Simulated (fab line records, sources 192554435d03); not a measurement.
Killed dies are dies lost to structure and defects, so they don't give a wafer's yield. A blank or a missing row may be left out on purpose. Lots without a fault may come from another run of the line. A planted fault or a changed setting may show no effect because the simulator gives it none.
Problem report in the 8D (eight disciplines) form, filled by code | flow n5_finfet | the parts of the form that need people (team, actions taken, sign-off) are left out

1. THE PROBLEM
killed_at_M4_up at N5_PASSIVATION_PROBE_49 reads a mean of 116 on 2 wafers of 2 lots; wafers without a fault read 13 with a standard deviation of 4.6. That is +22 standard deviations from the usual mean.
First seen on wafer L245.4, day 15 18:26, on prober-01. The record holds 17 wafers of 8 lots with a number at this step. Rule for "out", or "out of limits": more than 4 standard deviations from the usual mean. The other wafers with a number count as sound.

2. WHAT IT IS AND WHAT IT IS NOT
question                    | is                           | is not
which readings at this step | killed_at_M4_up, killed_dies | killed_at_M0_to_M3, killed_at_contacts, killed_at_front_end, killed_open, killed_short
which lots                  | L245, L246                   | L235, L236, L238, L239, L240, L247
which wafers of those lots  | all that have a number       | -
read on which tools         | prober-01, prober-02         | -
when                        | from day 15 18:26            | up to then (13 sound wafers); but 2 sound wafers of L247 came after

3. SUSPECTS, AND WHAT RULES EACH OUT
Counting: a tool at a process step up to the reading stays a suspect if it ran every lot that is out and no sound lot after the first of them.
- rie_metal-02 at N5_BEOL_M10_HM_OPEN_17 (chemistry Cl2/BCl3, target TiN, target depth 20 nm, overetch 6 nm): kept. It ran every lot that is out, first L245 (day 13 11:12), and no sound lot after that; its last sound lot up to then is L239 (day 12 02:28).
Left after counting: rie_metal-02 at N5_BEOL_M10_HM_OPEN_17.

4. THE CAUSE (what the simulator had put in)
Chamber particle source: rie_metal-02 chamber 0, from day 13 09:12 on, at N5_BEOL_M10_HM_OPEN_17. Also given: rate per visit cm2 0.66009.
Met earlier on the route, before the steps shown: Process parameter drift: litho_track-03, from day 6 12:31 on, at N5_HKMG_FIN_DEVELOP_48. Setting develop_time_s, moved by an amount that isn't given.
Counting left only this tool.

5. THE CHAIN OF EFFECTS, in route order
Each row: a reading whose mean over the struck wafers that have a number lies more than 3 standard deviations from the usual. Only readings for which the record gives a usual standard deviation are gone through. hours: the time from each lot's start at the first step in this table that gives one to its start at this step, as a median over the lots. sigmas: the change in usual standard deviations.
hours | step                    | reading         | usual | on struck wafers | change | sigmas
0     | N5_PASSIVATION_PROBE_49 | killed_at_M4_up | 13    | 116              | +103   | +22
0     | N5_PASSIVATION_PROBE_49 | killed_dies     | 102   | 192              | +90    | +5.7
The process steps in it:
- N5_PASSIVATION_PROBE_49

6. WHAT WOULD HAVE CAUGHT IT SOONER
In this record the first reading out of limits was taken at day 15 18:26, 57 hours after the fault began at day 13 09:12.
Of the tool readings at N5_BEOL_M10_HM_OPEN_17 for which the record gives a usual standard deviation, none was out on any struck wafer, so an alarm limit of 4 standard deviations on them would not have fired.
All the lots that are out (2) had begun N5_BEOL_M10_HM_OPEN_17 on rie_metal-02 by day 15 18:26. A hold on the tool at that time would have spared none of them.
